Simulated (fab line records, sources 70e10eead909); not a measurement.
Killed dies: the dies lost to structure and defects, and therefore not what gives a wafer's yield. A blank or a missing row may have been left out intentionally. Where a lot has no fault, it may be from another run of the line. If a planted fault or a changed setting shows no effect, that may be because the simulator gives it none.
fab line records ; flow nand-harc
[record] lots = 11; wafers = 33; last-day = 34
route steps=1302 shown A_SGD_CUT@906 A_SLIT@937 A_WL_FILL@952
lots untouched by any fault: they come from a run of this same line in which no faults occurred
start-h: start of the lot's first displayed wafer, in hours after the record's first day ; wait-h: hours since the lot's step before ; " the same as in the row above ; L1.1+2: a row that stands for several wafers ; - no value, or no start was given ; * or withheld: withheld ; < > ~ a bound
route shown NAME@n: NAME is a module with steps in the file, n the number in the route of the first one ; usual: mean/standard deviation of fault-free wafers ; same: alike in all rows ; chamber/n: place in a boat ; sites: the reading at each site ; _std_site: their standard deviation ; _edge_site: outer sites' mean less inner sites' ; radius-mm: how far each site lies from the wafer's centre ; mask NAME#n: copy n ; behind: the most recent tool/chamber to have shaped the wafer ; hold: the reason the lot was held/the length of the hold in hours/how it ended ; device: the transistor (n, p or np) that didn't switch ; end of line: the route-end tests of the same wafers ; where a step has no rows: the recipe by itself ; killed: dies that structure and defects cost at the first sort, which is not the same as the wafer's yield ; map: a wafer's dies, marking killed ones x, the rest . and places with no die _
set.NAME: the run value of the setting; set.NAME@STEP: its run value at that earlier step ; model.NAME: the simulator's own value behind a step, which no gauge read
a sample of lots followed through the steps of the route, with each step as a table and each wafer as a row
services: a tool's chamber out of use, with start hour (start-h, from the record's first day; less than 0 if before it), hours out, and reason
[[steps]]
[step NHARC_A_SGD_CUT_ETCH_59]
[recipe] target-depth-a = 2600; over-etch-frac = 0.25; time-s = 406.25; ion-energy-ev = 200; n2-flow-sccm = 150; h2-flow-sccm = 150; ar-flow-sccm = 0; rf-w = 400; bias-w = 150; chemistry = N2/H2
[usual] chamber-pressure-mTorr = 29.999/0.027; drypump-motor-current-A = 5.5/0.32; oes-product-au = 1.001/0.015; rf-vpp-V = 429.6/2.6; showerhead-plenum-p-Torr = 2.00/0.083; throttle-valve-pct = 14.170/0.0091
lot.wafer;tool;chamber;start-h;wait-h;chamber-pressure-mTorr;drypump-motor-current-A;oes-product-au;rf-hours-counter-h;rf-vpp-V;showerhead-plenum-p-Torr;throttle-valve-pct
L880.4;rie-diel-05;0;-;-;30.000;5.5;0.994;4;433.3;2.12;14.162
L880.2;rie-diel-05;1;-;-;29.977;5.5;1.034;4;427.7;1.94;14.167
L880.5;rie-diel-05;1;-;-;29.991;5.5;1.023;-;427.1;1.94;14.144
L882.3;rie-diel-13;3;-;-;30.006;5.8;1.003;6;432.3;2.07;14.175
L882.6;rie-diel-13;2;-;-;30.010;5.1;0.988;-;434.5;2.17;14.178
L882.4;rie-diel-13;3;-;-;30.030;5.8;1.000;-;432.4;2.07;14.178
L884.4;rie-diel-05;3;-;-;29.986;5.5;1.008;7;430.5;2.08;14.181
L884.3;rie-diel-05;1;-;-;30.022;5.5;1.032;7;426.9;1.94;14.162
L884.5;rie-diel-05;3;-;-;30.014;5.6;0.999;-;431.0;2.08;14.168
L886.2;rie-diel-05;3;-;-;30.035;5.6;0.994;9;430.6;2.08;14.169
L886.1;rie-diel-05;0;-;-;29.934;5.5;0.982;10;432.6;2.12;14.192
L886.6;rie-diel-05;3;-;-;30.000;5.6;1.008;-;430.0;2.08;14.174
L895.2;rie-diel-13;1;-;-;30.016;4.8;0.979;3;433.2;2.11;14.179
L895.1;rie-diel-13;3;-;-;30.007;5.8;0.986;3;431.7;2.07;14.171
L895.5;rie-diel-13;0;-;-;30.019;5.1;0.998;-;427.3;1.90;14.170
L894.1;rie-diel-10;1;-;-;29.977;5.6;0.993;9;426.6;1.89;14.170
L894.3;rie-diel-10;2;-;-;30.036;5.4;0.999;9;428.2;2.01;14.170
L894.6;rie-diel-10;1;-;-;30.063;5.6;0.996;-;424.1;1.89;14.173
L896.3;rie-diel-05;0;-;-;29.989;5.5;0.987;3;433.3;2.12;14.166
L896.1;rie-diel-05;2;-;-;30.000;6.1;1.017;2;427.6;1.94;14.179
L896.6;rie-diel-05;3;-;-;30.002;5.6;0.998;-;432.2;2.07;14.182
L897.1;rie-diel-13;1;-;-;30.013;4.8;0.982;4;433.9;2.11;14.163
L897.3;rie-diel-13;2;-;-;29.987;5.1;0.981;3;433.7;2.17;14.172
L897.6;rie-diel-13;0;-;-;30.020;5.1;0.996;-;425.8;1.90;14.177
L899.3;rie-diel-10;2;-;-;29.980;5.4;1.024;2;431.0;2.00;14.157
L899.1;rie-diel-10;0;-;-;30.006;5.9;1.006;2;428.5;2.01;14.170
L899.6;rie-diel-10;3;-;-;30.037;5.2;0.989;-;427.2;1.95;14.169
L900.2;rie-diel-10;3;-;-;30.022;5.2;0.990;4;429.5;1.95;14.179
L900.4;rie-diel-10;0;-;-;29.968;5.9;1.005;4;429.4;2.01;14.185
L900.6;rie-diel-10;2;-;-;30.053;5.4;1.014;-;430.6;2.00;14.177
L901.1;rie-diel-10;3;-;-;29.998;5.2;0.996;5;427.9;1.95;14.175
L901.3;rie-diel-10;0;-;-;29.979;5.9;0.999;5;429.2;2.01;14.166
L901.5;rie-diel-10;0;-;-;29.970;5.9;1.008;-;429.3;2.00;14.176
[step NHARC_A_SLIT_ETCH_24]
[recipe] target-depth-a = 1210; time-s = 60.5; cf4-flow-sccm = 100; chf3-flow-sccm = 30; ar-flow-sccm = 0; rf-w = 500; bias-w = 200; chemistry = CF4/CHF3
[usual] chamber-pressure-mTorr = 24.998/0.024; chf3-flow-sccm = 30.00/0.086; drypump-motor-current-A = 6.0/0.56; oes-product-au = 0.963/0.018; rf-vpp-V = 370.5/2.2; showerhead-plenum-p-Torr = 1.57/0.061; throttle-valve-pct = 16.802/0.0097
lot.wafer;tool;chamber;start-h;wait-h;chamber-pressure-mTorr;chf3-flow-sccm;drypump-motor-current-A;oes-product-au;rf-hours-counter-h;rf-vpp-V;showerhead-plenum-p-Torr;throttle-valve-pct
L880.2;rie-diel-02;3;472.38;0.1;24.981;29.90;6.0;0.987;3.1;373.1;1.65;16.800
L880.4;rie-diel-02;0;472.38;0.1;25.055;30.01;5.3;0.975;3.2;373.6;1.65;16.793
L880.5;rie-diel-02;2;472.38;0.1;25.019;30.07;6.5;0.975;-;369.7;1.56;16.809
L882.3;rie-diel-04;0;490.41;0.1;24.999;30.04;6.2;0.975;8.3;371.0;1.61;16.802
L882.4;rie-diel-04;2;490.41;0.1;25.006;30.07;5.9;0.963;8.5;372.2;1.63;16.813
L882.6;rie-diel-04;0;490.41;0.1;24.994;30.01;6.2;0.975;-;372.6;1.61;16.806
L884.4;rie-diel-04;0;504.83;0.1;24.990;30.05;6.2;0.977;9.2;371.6;1.61;16.816
L884.3;rie-diel-04;2;504.83;0.1;24.986;29.88;5.8;0.964;9.7;373.1;1.63;16.797
L884.5;rie-diel-04;1;504.83;0.1;25.012;29.84;5.7;0.962;-;370.8;1.54;16.790
L886.1;rie-diel-02;1;534.87;0.1;25.032;30.04;6.7;0.962;6.6;366.1;1.47;16.803
L886.2;rie-diel-02;2;534.87;0.1;25.010;30.12;6.6;0.970;7.3;369.4;1.56;16.785
L886.6;rie-diel-02;2;534.87;0.1;24.984;30.01;6.6;0.951;-;370.1;1.56;16.790
L895.2;rie-diel-09;1;602.80;0.1;24.987;30.03;5.8;0.952;2.2;367.3;1.46;16.784
L895.1;rie-diel-09;3;602.80;0.1;24.952;30.09;6.8;0.958;2.2;371.2;1.60;16.810
L895.5;rie-diel-09;1;602.80;0.1;25.043;29.97;5.8;0.961;-;367.7;1.46;16.814
L894.1;rie-diel-04;2;604.07;0.1;24.993;30.02;5.8;0.987;3.4;372.4;1.63;16.808
L894.3;rie-diel-04;3;604.07;0.1;24.989;29.90;5.0;0.990;2.8;370.1;1.55;16.795
L894.6;rie-diel-04;1;604.07;0.1;25.011;30.03;5.7;0.972;-;368.4;1.53;16.787
L896.1;rie-diel-04;0;636.27;0.1;25.000;29.96;6.2;0.963;5.5;370.6;1.61;16.797
L896.3;rie-diel-04;1;636.27;0.1;24.987;29.98;5.7;1.003;5.8;369.3;1.53;16.802
L896.6;rie-diel-04;3;636.27;0.1;24.968;29.94;5.1;0.962;-;369.1;1.55;16.791
L897.3;rie-diel-09;0;637.16;0.1;24.985;30.06;5.7;0.953;5.1;368.3;1.52;16.803
L897.1;rie-diel-09;1;637.16;0.1;24.994;30.06;5.8;0.963;5.3;366.2;1.46;16.800
L897.6;rie-diel-09;0;637.16;0.1;24.983;30.00;5.7;0.950;-;369.1;1.52;16.792
L899.3;rie-diel-09;2;655.98;0.1;24.995;29.80;5.0;0.936;3.3;368.9;1.53;16.792
L899.1;rie-diel-09;1;655.98;0.1;24.983;30.04;5.8;0.954;7.5;367.1;1.46;16.808
L899.6;rie-diel-09;3;655.98;0.1;25.028;30.04;6.8;0.947;-;370.8;1.60;16.815
L900.4;rie-diel-02;1;679.78;0.1;25.031;29.82;6.7;0.940;5.0;365.9;1.46;16.805
L900.2;rie-diel-02;0;679.78;0.1;24.965;29.98;5.3;0.947;4.5;373.0;1.64;16.790
L900.6;rie-diel-02;1;679.78;0.1;24.999;29.83;6.7;0.946;-;365.6;1.46;16.797
L901.3;rie-diel-04;2;684.44;0.1;25.016;30.10;5.8;0.960;6.2;371.6;1.63;16.809
L901.1;rie-diel-04;1;684.44;0.1;25.011;29.96;5.7;0.997;7.9;369.9;1.53;16.794
L901.5;rie-diel-04;3;684.44;0.1;24.996;30.05;5.1;0.944;-;369.7;1.55;16.791
[step NHARC_A_WL_FILL_ALD_00]
[recipe] target-thk-a = 30; pulse-time-s = 3; ald-cycles = 30; temp-c = 300; material = Al2O3
[usual] ald-cycles = 30/0; heater-power-w = 476/48; precursor-pulse-height-rel = 0.996/0.02
lot.wafer;tool;chamber;start-h;wait-h;ald-cycles;heater-power-w;precursor-pulse-height-rel
L880.4;ald-hk-02;3;485.32;0.1;30;449;0.986
L880.2;ald-hk-02;1;485.32;0.1;30;391;1.015
L880.5;ald-hk-02;3;485.32;0.1;30;454;1.029
L882.3;ald-hk-04;2;502.45;0.2;30;442;1.012
L882.4;ald-hk-04;0;502.45;0.2;30;532;0.988
L882.6;ald-hk-04;3;502.45;0.2;30;501;1.025
L884.4;ald-hk-04;1;517.69;0.1;30;464;0.962
L884.3;ald-hk-04;0;517.69;0.1;30;548;0.980
L884.5;ald-hk-04;2;517.69;0.1;30;424;0.976
L886.2;ald-hk-02;0;550.65;0.1;30;542;1.008
L886.1;ald-hk-02;2;550.65;0.1;30;409;0.949
L886.6;ald-hk-02;3;550.65;0.1;30;432;0.957
L895.1;ald-hk-03;1;615.93;0.1;30;420;0.980
L895.2;ald-hk-03;3;615.93;0.1;30;474;0.946
L895.5;ald-hk-03;0;615.93;0.1;30;486;0.984
L894.1;ald-hk-02;0;615.95;0.1;30;529;0.996
L894.3;ald-hk-02;1;615.95;0.1;30;391;0.993
L894.6;ald-hk-02;2;615.95;0.1;30;401;1.019
L897.1;ald-hk-03;1;650.40;0.1;30;426;1.021
L897.3;ald-hk-03;3;650.40;0.1;30;471;0.960
L897.6;ald-hk-03;1;650.40;0.1;30;419;0.986
L896.1;ald-hk-02;3;653.08;0.1;30;434;0.959
L896.3;ald-hk-02;1;653.08;0.1;30;390;1.004
L896.6;ald-hk-02;0;653.08;0.1;30;538;1.008
L899.3;ald-hk-03;3;669.14;0.1;30;474;1.006
L899.1;ald-hk-03;0;669.14;0.1;30;484;0.993
L899.6;ald-hk-03;1;669.14;0.1;30;425;0.993
L900.4;ald-hk-04;1;692.66;0.1;30;448;0.979
L900.2;ald-hk-04;2;692.66;0.1;30;448;1.017
L900.6;ald-hk-04;0;692.66;0.1;30;533;1.029
L901.3;ald-hk-03;0;699.01;0.1;30;485;0.996
L901.1;ald-hk-03;1;699.01;0.1;30;426;1.015
L901.5;ald-hk-03;3;699.01;0.1;30;468;0.986
[step NHARC_A_WL_FILL_ALD_02]
[recipe] target-thk-a = 20; pulse-time-s = 3; ald-cycles = 100; temp-c = 450; material = TiN
[usual] ald-cycles = 100/0; heater-power-w = 1106/150; precursor-pulse-height-rel = 1.001/0.021
lot.wafer;tool;chamber;start-h;wait-h;ald-cycles;heater-power-w;precursor-pulse-height-rel
L880.4;ald-metal-04;3;485.77;0.1;100;1467;1.046
L880.2;ald-metal-04;0;485.77;0.1;100;1051;1.004
L880.5;ald-metal-04;0;485.77;0.1;100;1087;0.979
L882.4;ald-metal-04;0;502.93;0.1;100;1060;0.974
L882.3;ald-metal-04;3;502.93;0.1;100;1446;1.013
L882.6;ald-metal-04;0;502.93;0.1;100;1047;1.040
L884.3;ald-metal-01;0;518.21;0.2;100;965;0.985
L884.4;ald-metal-01;1;518.21;0.2;100;1091;0.985
L884.5;ald-metal-01;0;518.21;0.2;100;973;0.992
L886.1;ald-metal-04;2;551.15;0.2;100;1036;0.994
L886.2;ald-metal-04;0;551.15;0.2;94;1091;0.963
L886.6;ald-metal-04;1;551.15;0.2;100;1095;1.023
L895.1;ald-metal-01;0;616.38;0.2;100;895;1.010
L895.2;ald-metal-01;3;616.38;0.2;100;943;1.021
L895.5;ald-metal-01;0;616.38;0.2;100;893;0.956
L894.3;ald-metal-04;0;616.38;0.1;100;1070;0.982
L894.1;ald-metal-04;1;616.38;0.1;100;1143;0.991
L894.6;ald-metal-04;0;616.38;0.1;100;1085;0.991
L897.3;ald-metal-04;3;650.91;0.2;100;1461;0.981
L897.1;ald-metal-04;1;650.91;0.2;100;1152;0.985
L897.6;ald-metal-04;2;650.91;0.2;100;1052;1.016
L896.3;ald-metal-03;2;653.60;0.2;100;1115;0.988
L896.1;ald-metal-03;3;653.60;0.2;100;1080;1.011
L896.6;ald-metal-03;2;653.60;0.2;100;1114;1.019
L899.1;ald-metal-03;0;669.62;0.2;100;899;1.006
L899.3;ald-metal-03;1;669.62;0.2;100;1171;1.005
L899.6;ald-metal-03;1;669.62;0.2;100;1168;0.996
L900.4;ald-metal-01;0;693.29;0.1;100;900;1.010
L900.2;ald-metal-01;1;693.29;0.1;100;1113;1.003
L900.6;ald-metal-01;0;693.29;0.1;100;883;0.957
L901.1;ald-metal-03;0;699.47;0.2;100;922;0.986
L901.3;ald-metal-03;2;699.47;0.2;100;1129;0.973
L901.5;ald-metal-03;0;699.47;0.2;100;919;1.004
[[services]]
tool;chamber;start-h;hours;kind
rie-diel-10;2;455.14;9.8;repair
rie-diel-09;3;458.37;10.4;repair
ald-metal-03;3;466.14;3.3;repair
rie-diel-10;-;468.31;0.4;repair
rie-diel-09;3;471.46;5.5;repair
ald-metal-03;0;472.99;2.9;repair
rie-diel-13;1;473.79;4.8;repair
ald-metal-04;-;474.00;10.0;pm
rie-diel-13;3;480.66;2.6;repair
rie-diel-10;1;481.70;7.3;repair
rie-diel-09;3;484.33;11.9;repair
ald-metal-04;-;514.86;2.7;repair
rie-diel-04;-;531.90;9.0;pm
ald-hk-03;-;571.59;10.0;pm
rie-diel-04;3;571.89;9.2;repair
rie-diel-05;0;582.41;9.3;repair
rie-diel-05;-;583.67;9.0;pm
rie-diel-10;-;596.56;9.0;pm
rie-diel-04;2;626.79;2.9;repair
ald-metal-04;-;652.00;10.0;pm
rie-diel-04;2;653.33;14.9;repair
rie-diel-05;-;664.53;0.2;repair
rie-diel-10;-;669.69;1.9;repair
ald-metal-04;-;673.69;2.1;repair
[[key]]
[first-sign] step = NHARC_A_WL_FILL_ALD_02; reading = ald-cycles; direction = down; sigmas = 99+; usual = 100; struck = 94
effect none on later readings
met-at NHARC_A_WL_FILL_ALD_02
struck-lots L886
struck-wafers L886.2
tester-left-out L886
not-acting-at NHARC_A_SGD_CUT_ETCH_59,NHARC_A_SLIT_ETCH_24,NHARC_A_WL_FILL_ALD_00
onset-between 502.93 551.15
[fault] kind = process-parameter-drift; tool = ald-metal-04; chamber = 0; onset-h = 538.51; steps = NHARC_A_WL_FILL_ALD_02; channel = ald-cycles; offset = -6; shape = step; end-h = 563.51; acts-in = these-recipes-only; stated = 100
// tester-left-out: of these lots the tester's yield and bins aren't shown, on N5 and GAA mostly nor the transistor test; their killed dies are dies lost to structure and defects alone, not to doping, threshold or leakage, so they don't give the yield
